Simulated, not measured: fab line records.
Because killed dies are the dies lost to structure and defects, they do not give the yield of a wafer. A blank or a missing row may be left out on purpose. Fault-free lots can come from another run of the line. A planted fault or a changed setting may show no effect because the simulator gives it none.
Split-lot experiment :: flow n5Finfet :: on a route of 1938 steps: 7 lots, 21 wafers read

== ABOUT THE SPLIT ==
At N5_PASSIVATION_AL_DEP_21 (deposits Al, target thk 2800 nm, time 170 s), the setting timeS was moved away from the recipe's 170 s on 7 of the 21 wafers read, by -7.0% to +11.1%. This setting was run at the recipe's value on the other wafers.

Reading taken at the split's own step.

== THE READING ==
Al_of_PASSIVATION_AL_DEP_21.thkNm (the simulator's own value, which no gauge read), in nm, at N5_PASSIVATION_AL_DEP_21 (deposits Al, target thk 2800 nm, time 170 s). There is no usual value for it anywhere in the file. Across the 14 wafers here that went through the recipe, the average is 2802 nm and the standard deviation 16 nm.

wafer: L075.1
tool, chamber at the split: pvdSputter-03, -
timeS as run, s: 170
against the recipe: recipe
Al_of_PASSIVATION_AL_DEP_21.thkNm, nm: 2815
against lot-mates on the recipe: -

wafer: L075.3
tool, chamber at the split: pvdSputter-03, -
timeS as run, s: 170
against the recipe: recipe
Al_of_PASSIVATION_AL_DEP_21.thkNm, nm: 2831
against lot-mates on the recipe: -

wafer: L075.4
tool, chamber at the split: pvdSputter-03, -
timeS as run, s: 170
against the recipe: recipe
Al_of_PASSIVATION_AL_DEP_21.thkNm, nm: 2790
against lot-mates on the recipe: -

wafer: L077.2
tool, chamber at the split: pvdSputter-01, -
timeS as run, s: 170
against the recipe: recipe
Al_of_PASSIVATION_AL_DEP_21.thkNm, nm: 2783
against lot-mates on the recipe: -

wafer: L077.3
tool, chamber at the split: pvdSputter-01, -
timeS as run, s: 170
against the recipe: recipe
Al_of_PASSIVATION_AL_DEP_21.thkNm, nm: 2820
against lot-mates on the recipe: -

wafer: L077.6
tool, chamber at the split: pvdSputter-01, -
timeS as run, s: 170
against the recipe: recipe
Al_of_PASSIVATION_AL_DEP_21.thkNm, nm: 2819
against lot-mates on the recipe: -

wafer: L078.2
tool, chamber at the split: pvdSputter-03, -
timeS as run, s: 158.1
against the recipe: -7.0%
Al_of_PASSIVATION_AL_DEP_21.thkNm, nm: 2589
against lot-mates on the recipe: no lot-mate on the recipe

wafer: L078.4
tool, chamber at the split: pvdSputter-03, -
timeS as run, s: 158.1
against the recipe: -7.0%
Al_of_PASSIVATION_AL_DEP_21.thkNm, nm: 2641
against lot-mates on the recipe: no lot-mate on the recipe

wafer: L078.5
tool, chamber at the split: pvdSputter-03, -
timeS as run, s: 158.1
against the recipe: -7.0%
Al_of_PASSIVATION_AL_DEP_21.thkNm, nm: 2645
against lot-mates on the recipe: no lot-mate on the recipe

wafer: L084.1
tool, chamber at the split: pvdSputter-01, -
timeS as run, s: 187.9
against the recipe: +10.5%
Al_of_PASSIVATION_AL_DEP_21.thkNm, nm: 3100
against lot-mates on the recipe: +286

wafer: L084.3
tool, chamber at the split: pvdSputter-01, -
timeS as run, s: 170
against the recipe: recipe
Al_of_PASSIVATION_AL_DEP_21.thkNm, nm: 2814
against lot-mates on the recipe: -

wafer: L084.6
tool, chamber at the split: pvdSputter-01, -
timeS as run, s: 170
against the recipe: recipe
Al_of_PASSIVATION_AL_DEP_21.thkNm, nm: 2814
against lot-mates on the recipe: -

wafer: L082.2
tool, chamber at the split: pvdSputter-01, -
timeS as run, s: 188.8
against the recipe: +11.1%
Al_of_PASSIVATION_AL_DEP_21.thkNm, nm: 3064
against lot-mates on the recipe: +283

wafer: L082.4
tool, chamber at the split: pvdSputter-01, -
timeS as run, s: 170
against the recipe: recipe
Al_of_PASSIVATION_AL_DEP_21.thkNm, nm: 2774
against lot-mates on the recipe: -

wafer: L082.6
tool, chamber at the split: pvdSputter-01, -
timeS as run, s: 170
against the recipe: recipe
Al_of_PASSIVATION_AL_DEP_21.thkNm, nm: 2788
against lot-mates on the recipe: -

wafer: L091.1
tool, chamber at the split: pvdSputter-02, -
timeS as run, s: 170
against the recipe: recipe
Al_of_PASSIVATION_AL_DEP_21.thkNm, nm: 2799
against lot-mates on the recipe: -

wafer: L091.2
tool, chamber at the split: pvdSputter-02, -
timeS as run, s: 187.1
against the recipe: +10.1%
Al_of_PASSIVATION_AL_DEP_21.thkNm, nm: 3048
against lot-mates on the recipe: +249

wafer: L091.3
tool, chamber at the split: pvdSputter-02, -
timeS as run, s: 187.1
against the recipe: +10.1%
Al_of_PASSIVATION_AL_DEP_21.thkNm, nm: 3096
against lot-mates on the recipe: +297

wafer: L095.3
tool, chamber at the split: pvdSputter-03, -
timeS as run, s: 170
against the recipe: recipe
Al_of_PASSIVATION_AL_DEP_21.thkNm, nm: 2794
against lot-mates on the recipe: -

wafer: L095.5
tool, chamber at the split: pvdSputter-03, -
timeS as run, s: 170
against the recipe: recipe
Al_of_PASSIVATION_AL_DEP_21.thkNm, nm: 2804
against lot-mates on the recipe: -

wafer: L095.6
tool, chamber at the split: pvdSputter-03, -
timeS as run, s: 170
against the recipe: recipe
Al_of_PASSIVATION_AL_DEP_21.thkNm, nm: 2787
against lot-mates on the recipe: -

THE FIT
A straight line over all 21 wafers: Al_of_PASSIVATION_AL_DEP_21.thkNm changes by +26 nm for each +1% of timeS; r = +0.99; the points scatter about the line by 21 nm.
The same after taking each lot's own level away (the mean of its wafers on the recipe; 18 wafers): +26.7 nm for each +1%; r = +0.99; scatter 14 nm.
Per that fit: largest timeS move, reading shift of 3e+02 nm.
The lots' own levels span 2781.0 to 2814.0 nm, that is 2.0 times the standard deviation above.
The two slopes agree, so the slope changes little with the lot-to-lot level.
Check: with one of the wafers moved furthest among these (+11.1%) left out of the fit, the line predicts +300 nm for it against its lot-mates. It came out at +283 nm against them.

== OTHER SPLITS APPLIED TO THESE WAFERS ==
Note: prior to the reading, these wafers also went through further splits. Each is held against what the fit with the lots' levels taken away leaves over:
other split on the same wafers: N5_BEOL_M13_SPUTTER_44 powerW
wafers away from the commonest value: 7
r with Al_of_PASSIVATION_AL_DEP_21.thkNm (lot level and that fit taken away): +0.30

== FILE'S OWN FIT ==
Al_of_PASSIVATION_AL_DEP_21.thkNm changes by +26.6 nm for each +1% of timeS, r = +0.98.
